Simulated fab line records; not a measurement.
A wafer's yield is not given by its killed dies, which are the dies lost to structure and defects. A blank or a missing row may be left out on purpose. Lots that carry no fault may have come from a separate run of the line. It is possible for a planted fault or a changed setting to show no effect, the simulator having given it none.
Split-lot study -- flow n5_finfet -- 21 wafers read across 7 lots, on a route 1938 steps long

SPLIT DETAILS
At N5_BEOL_M2_ALD_98 (deposits SiO2, target thk 2.5 nm, pulse time 1 s, co reactant pulse time 1 s), the setting ald_cycles was moved away from the recipe's 17 on 7 of the 21 wafers read, by -17.6% to +17.6%. The other wafers ran this setting at the recipe's value.

The reading comes from the split's own step.

THE READING
SiO2_of_BEOL_M2_ALD_98.thk_nm (the simulator's own value, which no gauge read), in nm, at N5_BEOL_M2_ALD_98 (deposits SiO2, target thk 2.5 nm, pulse time 1 s, co reactant pulse time 1 s). The file does not state a usual value for it. Across the 14 wafers here that went through the recipe, the average is 2.4 nm and the standard deviation 0.07 nm.

wafer,"tool, chamber at the split",ald_cycles as run,against the recipe,"SiO2_of_BEOL_M2_ALD_98.thk_nm, nm",against lot-mates on the recipe
L075.1,"ald_sin-04, 2",17,recipe,2.4,-
L075.6,"ald_sin-04, 2",17,recipe,2.4,-
L075.3,"ald_sin-04, 1",20,+17.6%,3,+0.6
L077.1,"ald_sin-04, 3,0",17,recipe,2.4,-
L077.2,"ald_sin-04, 3,0",17,recipe,2.4,-
L077.5,"ald_sin-04, 3",17,recipe,2.6,-
L080.4,"ald_sin-03, 1,2,1",17,recipe,2.4,-
L080.5,"ald_sin-03, 1,2,1",17,recipe,2.4,-
L080.6,"ald_sin-03, 1,2,1",17,recipe,2.4,-
L082.1,"ald_sin-04, 1",17,recipe,2.6,-
L082.2,"ald_sin-04, 2",17,recipe,2.4,-
L082.4,"ald_sin-04, 0",14,-17.6%,2,-0.5
L083.1,"ald_sin-03, 2,0",16,-5.9%,2.4,+0.0
L083.6,"ald_sin-03, 2,0",16,-5.9%,2.4,+0.0
L083.4,"ald_sin-03, 2",17,recipe,2.4,-
L093.1,"ald_sin-03, 1",17,recipe,2.4,-
L093.3,"ald_sin-03, 0,1",15,-11.8%,2.2,-0.2
L093.6,"ald_sin-03, 0,1",15,-11.8%,2.2,-0.2
L097.2,"ald_sin-02, 2,3",17,recipe,2.4,-
L097.4,"ald_sin-02, 2,3",17,recipe,2.4,-
L097.3,"ald_sin-02, 3",18,+5.9%,2.6,+0.2
The file does not say which wafer passed through which chamber wherever a row lists several chambers: such a row stands for several wafers.

FIT RESULTS
A straight line over all 21 wafers: SiO2_of_BEOL_M2_ALD_98.thk_nm changes by +0.025 nm for each +1% of ald_cycles; r = +0.92; the points scatter about the line by 0.076 nm.
The same after taking each lot's own level away (the mean of its wafers on the recipe; 21 wafers): +0.0261 nm for each +1%; r = +0.92; scatter 0.079 nm.
Per that fit: largest ald_cycles move, reading shift of 0.46 nm.
Measured against the standard deviation above, the lots' own levels, which go from 2.40 to 2.50 nm, span 1.4 times it.
The two slopes are in agreement: the lot-to-lot level therefore moves the slope only a little.
Check: for one of the wafers moved furthest among these (+17.6%), held out of the fit, the line's prediction against its lot-mates is +0.414 nm. It came out at +0.6 nm against them.

OTHER SPLITS APPLIED TO THESE WAFERS
Other splits were also applied to these wafers ahead of the reading. Each is held against what the fit with the lots' levels taken away leaves over:
other split on the same wafers,wafers away from the commonest value,r with SiO2_of_BEOL_M2_ALD_98.thk_nm (lot level and that fit taken away)
N5_BEOL_M0_CUTY_ETCH_63 time_s,5,+0.16
N5_BEOL_M1_ILD_DEP_00 time_s,7,+0.28

THE FILE'S OWN FIT
SiO2_of_BEOL_M2_ALD_98.thk_nm changes by +0.0276 nm for each +1% of ald_cycles, r = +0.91.
